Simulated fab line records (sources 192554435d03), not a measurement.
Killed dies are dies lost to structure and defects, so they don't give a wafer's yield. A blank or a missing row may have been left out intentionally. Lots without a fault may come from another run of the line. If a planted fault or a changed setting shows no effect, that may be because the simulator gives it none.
Matching of chambers | flow n5 finfet | ald sin-01 running N5_MOL_CONTACT_COAG_ALD_123: 4 sister chambers
The step deposits SiNx, target thk 5 nm, pulse time 1 s, purge time 2 s. 18 wafers are shown with their chamber, then 9 later ones without.

## WAFERS WITH THEIR CHAMBER
wafer  | chamber | heater power w (W) | precursor pulse height rel
L074.2 | 3       | 734                | 0.982
L074.3 | 0       | 877                | 1.021
L074.4 | 1       | 817                | 0.986
L076.2 | 2       | 659                | 1.029
L076.5 | 1       | 837                | 1.029
L076.6 | 0       | 883                | 1.042
L077.2 | 2       | 666                | 0.986
L077.5 | 1       | 819                | 0.985
L077.6 | 2       | 689                | 1.001
L084.3 | 2       | 654                | 0.993
L084.4 | 1       | 846                | 0.979
L084.5 | 3       | 727                | 1.000
L088.1 | 1       | 828                | 1.030
L088.2 | 2       | 678                | 0.997
L088.4 | 0       | 889                | 0.993
L090.1 | 2       | 666                | 1.010
L090.4 | 0       | 881                | 1.036
L090.6 | 0       | 874                | 1.018

SIGNATURES (averages over the wafers above)
reading                    | chamber 0 | chamber 1 | chamber 2 | chamber 3 | scatter within a chamber
heater power w             | 880.80    | 829.40    | 668.67    | 730.50    | 10.6
precursor pulse height rel | 1.02200   | 1.00180   | 1.00267   | 0.99100   | 0.0196
Rule: for a wafer and a chamber, the distance is found by dividing, reading by reading, the gap between the wafer's reading and the chamber's mean by the reading's scatter, squaring, summing and taking the root. If the next closest chamber is less than 2 further off than the closest, the wafer can't be placed; otherwise it belongs to the closest. How the scatter is found: for the shown wafers, subtract from each reading the mean of its chamber, square and add these, divide the total by (wafers less chambers), then take the root.

## WAFERS WITH NO CHAMBER GIVEN
wafer  | heater power w (W) | precursor pulse height rel
L093.1 | 897                | 0.968
L093.5 | 723                | 1.028
L093.6 | 674                | 1.015
L094.2 | 876                | 1.034
L094.3 | 669                | 1.019
L094.5 | 674                | 0.991
L097.2 | 689                | 0.979
L097.3 | 814                | 1.008
L097.6 | 685                | 1.002

## EACH ONE'S CHAMBER
wafer  | from the rows above     | in truth
L093.1 | 0                       | 0
L093.5 | 3                       | 3
L093.6 | 2                       | 2
L094.2 | 0                       | 0
L094.3 | 2                       | 2
L094.5 | 2                       | 2
L097.2 | can't be placed: 2 or 3 | 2
L097.3 | 1                       | 1
L097.6 | 2                       | 2
Correctly placed: 8 of 9. Cannot be placed on the basis of these rows: 1; the candidates contain the true chamber in 1. 0 placed wrongly.
